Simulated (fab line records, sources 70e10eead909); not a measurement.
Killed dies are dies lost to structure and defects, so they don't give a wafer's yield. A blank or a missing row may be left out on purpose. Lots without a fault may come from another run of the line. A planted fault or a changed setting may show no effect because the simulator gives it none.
fab line records | flow nand_harc
record lots=15 wafers=44 last_day=33
route steps=1302 shown P_BONDPAD@377 A_ONON_D1@426 END@1302
lots that met no fault: from a run of the same line without faults
start_h: hours from the record's first day to the start of the lot's first wafer shown | wait_h: hours since the lot's step before | " the same as in the row above | L1.1+2: a row that stands for several wafers | - no value, or no start given | * or withheld: withheld | < > ~ a bound
route shown NAME@n: a module of which the file shows steps, and the number in the route of the first | usual: mean/standard deviation of fault-free wafers | same: alike in all rows | chamber/n: place in a boat | sites: the reading at each site | _std_site: their standard deviation | _edge_site: outer sites' mean less inner sites' | radius_mm: how far each site lies from the wafer's centre | mask NAME#n: copy n | behind: the tool/chamber that last shaped the wafer | hold: why the lot was held/for how many hours/how that ended | device: the transistor (n, p or np) that didn't switch | end of line: the same wafers' tests at the end of the route | a step without rows: its recipe alone | killed: dies lost to structure and defects at the first sort, not the wafer's yield | map: a wafer's dies, x killed, . not, _ none there
set.NAME: the setting as run; set.NAME@STEP: as run at that earlier step | model.NAME: the simulator's own value behind a step, which no gauge read
steps of the route over a sample of lots; a table a step, a row a wafer
services: from which hour (start_h, from the record's first day; less than 0 if before it) a tool's chamber was out of use, for how many hours, and why
## steps
# step NHARC_P_BONDPAD_PVD_27
# recipe target_thk_a=300 chamber_pressure_pa=5 power_w=5000 substrate_temp_c=30 time_s=20.49 material=Cu
# usual throttle_valve_pct=30.0/0.9
# columns lot.wafer tool chamber start_h wait_h throttle_valve_pct
L626.3 pvd_sputter-03 - - - 30.4
L626.6 " - " " 30.4
L626.5 " - " " 30.6
L628.1 pvd_sputter-02 - - - 28.5
L628.3 " - " " 29.7
L628.6 " - " " 28.5
L629.2 pvd_sputter-01 - - - 30.1
L629.4 " - " " 29.8
L629.6 " - " " 30.4
L635.1 pvd_sputter-02 - - - 28.4
L635.4 " - " " 29.8
L636.3 pvd_sputter-03 - - - 31.0
L636.2 " - " " 29.7
L636.6 " - " " 30.7
L637.1 pvd_sputter-02 - - - 28.8
L637.3 " - " " 28.3
L637.6 " - " " 30.2
L638.1 pvd_sputter-01 - - - 31.0
L638.6 " - " " 30.7
L638.5 " - " " 29.0
L640.4 pvd_sputter-01 - - - 31.1
L640.3 " - " " 30.1
L640.6 " - " " 30.7
L643.2 pvd_sputter-01 - - - 30.7
L643.1 " - " " 31.1
L643.3 " - " " 30.4
L645.3 pvd_sputter-02 - - - 28.4
L645.1 " - " " 31.3
L645.5 " - " " 28.5
L644.4 pvd_sputter-03 - - - 29.1
L644.2 " - " " 30.1
L644.6 " - " " 29.0
L646.3 pvd_sputter-01 - - - 29.1
L646.4 " - " " 31.0
L646.5 " - " " 30.7
L647.3 pvd_sputter-02 - - - 31.3
L647.2 " - " " 30.4
L647.6 " - " " 31.5
L648.1 pvd_sputter-01 - - - 29.2
L648.2 " - " " 31.1
L648.4 " - " " 30.3
L649.4 pvd_sputter-02 - - - 30.3
L649.5 " - " " 30.4
L649.6 " - " " 28.4
# step NHARC_A_ONON_D1_DEP_03
# recipe target_thk_a=10000 n2_flow_sccm=2750 n2o_flow_sccm=2000 nh3_flow_sccm=500 sih4_flow_sccm=210 temp_c=400
# columns lot.wafer tool chamber start_h wait_h
L626.3+5+6 pecvd_onon-03 0 160.95 0.2
L628.1+3+6 pecvd_onon-01 0 179.84 0.1
L629.2+4+6 pecvd_onon-03 0 197.25 0.1
L635.1+4 pecvd_onon-03 0 261.29 0.1
L636.2+3+6 pecvd_onon-01 0 261.35 0.1
L637.1+3+6 pecvd_onon-03 0 271.08 0.4
L638.1+5+6 pecvd_onon-03 0 278.33 0.1
L640.3+4+6 pecvd_onon-02 0 311.35 0.2
L643.1+2+3 pecvd_onon-03 0 336.03 0.1
L645.1+3+5 pecvd_onon-03 0 349.76 0.1
L644.2+4+6 pecvd_onon-02 0 349.82 0.1
L646.3+4+5 pecvd_onon-01 0 365.68 0.2
L647.2+3+6 pecvd_onon-03 0 377.87 0.1
L648.1+2+4 pecvd_onon-03 0 382.22 0.1
L649.4+5+6 pecvd_onon-02 0 382.38 0.2
# step NHARC_A_ONON_D1_THK_MEAS_05
# recipe thk_meas_gauge=ellipsometry
# usual thk_nm=1002/9.1
# columns lot.wafer tool chamber start_h wait_h thk_nm
L626.3 film_metro-02 - 161.35 - 1007
L626.5 " - " " 1008
L626.6 " - " " 1007
L628.1 film_metro-02 - 180.37 - 983
L628.3 " - " " 987
L628.6 " - " " 986
L629.2 film_metro-02 - 197.70 - 1002
L629.4 " - " " 1005
L629.6 " - " " 1004
L636.2 film_metro-01 - 261.80 - 1000
L636.3 " - " " 998
L636.6 " - " " 1002
L635.1 film_metro-02 - 261.81 - 644
L635.4 " - " " 644
L637.1 film_metro-01 - 271.59 - 646
L637.3 " - " " 999
L637.6 " - " " 1000
L638.1 film_metro-02 - 278.84 - 637
L638.5 " - " " 992
L638.6 " - " " 993
L640.3 film_metro-02 - 311.75 - 992
L640.4 " - " " 992
L640.6 " - " " 993
L643.1 film_metro-02 - 336.55 - 999
L643.2 " - " " 1001
L643.3 " - " " 1000
L645.1 film_metro-02 - 350.27 - 986
L645.3 " - " " 986
L645.5 " - " " 986
L644.2 film_metro-01 - 350.30 - 997
L644.4 " - " " 998
L644.6 " - " " 998
L646.3 film_metro-01 - 366.07 - 1022
L646.4 " - " " 1022
L646.5 " - " " 1023
L647.2 film_metro-01 - 378.32 - 1005
L647.3 " - " " 1006
L647.6 " - " " 1004
L649.4 film_metro-01 - 382.72 - 1013
L649.5 " - " " 1012
L649.6 " - " " 1012
L648.1 film_metro-01 - 382.75 - 1001
L648.2 " - " " 1001
L648.4 " - " " 1002
# step NHARC_END_SORT_01
# recipe temp_c=25
# usual killed_at_array=52/19 killed_at_other=1.0/1.2 killed_at_periphery=4.1/2.8 killed_dies=57/19 killed_open=3.1/1.7 killed_short=2.5/1.5
# same gross_dies=677
# columns lot.wafer tool chamber start_h wait_h killed_at_array killed_at_other killed_at_periphery killed_dies killed_open killed_short
L638.1 prober-01 0 674.86 2.5 663 2 12 677 3 2
L638.5 prober-01 0 678.01 3.6 20 4 4 28 2 2
L638.6 prober-01 0 678.79 3.9 22 1 7 30 2 3
L637.1 prober-02 0 674.91 2.5 668 1 8 677 1 1
L637.3 prober-02 0 676.53 3.1 59 2 4 65 2 1
L637.6 prober-02 0 678.95 4.0 40 0 9 49 1 1
# killed by level:class
L638.1 A_ONON_D1:area_dep=646 P_GATE:chamber_film_flake=6 A_CHANNEL_HOLE_D1:chamber_film_flake=5 P_BONDPAD:chamber_film_flake=5 A_CONTACT:chamber_film_flake=4 A_WL_FILL:chamber_film_flake=2 A_ONON_D1:geometric_particle:short=1 A_CHANNEL_HOLE_D1:geometric_particle:short=1
L637.1 A_ONON_D1:area_dep=613 A_SLIT:chamber_film_flake=16 A_CHANNEL_HOLE_D2:chamber_film_flake=13 A_CHANNEL_HOLE_D1:chamber_film_flake=10 A_CONTACT:chamber_film_flake=7 A_STAIRCASE:chamber_film_flake=6 P_CONTACT:chamber_film_flake=4 P_ZERO_WELL:chamber_film_flake=3
L637.3 A_SLIT:chamber_film_flake=33 A_CHANNEL_HOLE_D1:chamber_film_flake=8 A_CHANNEL_HOLE_D2:chamber_film_flake=5 A_STAIRCASE:chamber_film_flake=5 A_CONTACT:chamber_film_flake=3 P_CONTACT:chamber_film_flake=2 A_CHANNEL_HOLE_D2:unspecified=2 A_CHANNEL_FILL_D1:geometric_particle:short=1
L638.5 A_CHANNEL_HOLE_D1:chamber_film_flake=7 A_SLIT:chamber_film_flake=6 P_GATE:chamber_film_flake=2 P_BONDPAD:chamber_film_flake=2 A_CONTACT:chamber_film_flake=2 HYBRID_BOND:chamber_film_flake=2 A_ONON_D1:geometric_particle:open=1 A_WL_FILL:geometric_particle:short=1
L638.6 A_CHANNEL_HOLE_D1:chamber_film_flake=6 P_GATE:chamber_film_flake=5 A_WL_FILL:chamber_film_flake=5 A_CONTACT:chamber_film_flake=3 A_STAIRCASE:chamber_film_flake=2 A_SLIT:chamber_film_flake=2 P_M1:geometric_particle:short=1 A_WL_FILL:geometric_particle:open=1
L637.6 A_SLIT:chamber_film_flake=13 A_CHANNEL_HOLE_D1:chamber_film_flake=11 P_CONTACT:chamber_film_flake=6 A_STAIRCASE:chamber_film_flake=6 A_CHANNEL_HOLE_D2:chamber_film_flake=4 A_CONTACT:chamber_film_flake=3 P_M0:geometric_particle:open=1 A_CHANNEL_FILL_D1:geometric_particle:short=1
## services
# columns tool chamber start_h hours kind
pvd_sputter-02 - 150.67 3.3 repair
pvd_sputter-01 - 163.90 2.9 repair
pvd_sputter-02 - 167.45 1.8 repair
pvd_sputter-03 - 170.00 10.0 pm
pecvd_onon-02 - 185.30 13.0 pm
pvd_sputter-01 - 201.00 6.2 repair
pvd_sputter-01 - 225.78 6.6 repair
pecvd_onon-03 - 227.19 13.0 pm
pvd_sputter-01 - 255.64 2.1 repair
pecvd_onon-01 - 269.43 13.0 pm
pvd_sputter-02 - 282.04 10.0 pm
pecvd_onon-01 - 289.30 7.6 repair
pvd_sputter-02 - 294.27 8.7 repair
pvd_sputter-03 - 336.67 5.7 repair
pvd_sputter-03 - 348.00 10.0 pm
pecvd_onon-01 - 355.08 1.0 repair
pecvd_onon-02 - 366.48 13.0 pm
## key
first_sign step=NHARC_A_ONON_D1_THK_MEAS_05 reading=thk_nm direction=down sigmas=39 usual=1002 struck=643
effect step=NHARC_END_SORT_01 reading=killed_dies direction=up sigmas=33 usual=57 struck=677
more_kills_born_at NHARC_A_ONON_D1_DEP_03@pecvd_onon-03=1259
met_at NHARC_A_ONON_D1_DEP_03
struck_lots L635,L637,L638
struck_wafers L635.1,L635.4,L637.1,L638.1
later_rows_left_out L635.1,L635.4,L637.1,L638.1
sort_left_out L635.1,L635.4
tester_left_out L635,L637,L638
not_acting_at NHARC_P_BONDPAD_PVD_27
onset_between 197.25 261.29
fault kind=process_parameter_drift tool=pecvd_onon-03 chamber=- onset_h=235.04 steps=NHARC_A_ONON_D1_DEP_03 channel=target_thk_a offset=* shape=step end_h=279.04 scope=struck_wafers_only acts_in=* stated=*
# tester_left_out: of these lots the tester's yield and bins aren't shown, on N5 and GAA mostly nor the transistor test; their killed dies are dies lost to structure and defects alone, not to doping, threshold or leakage, so they don't give the yield
# sort_left_out: the simulated sort isn't trusted on such a fault, so these wafers' sort isn't shown, and their yield isn't known
# later_rows_left_out: the simulator's readings of these wafers behind a module that went badly wrong aren't trusted and aren't shown, but for the sort
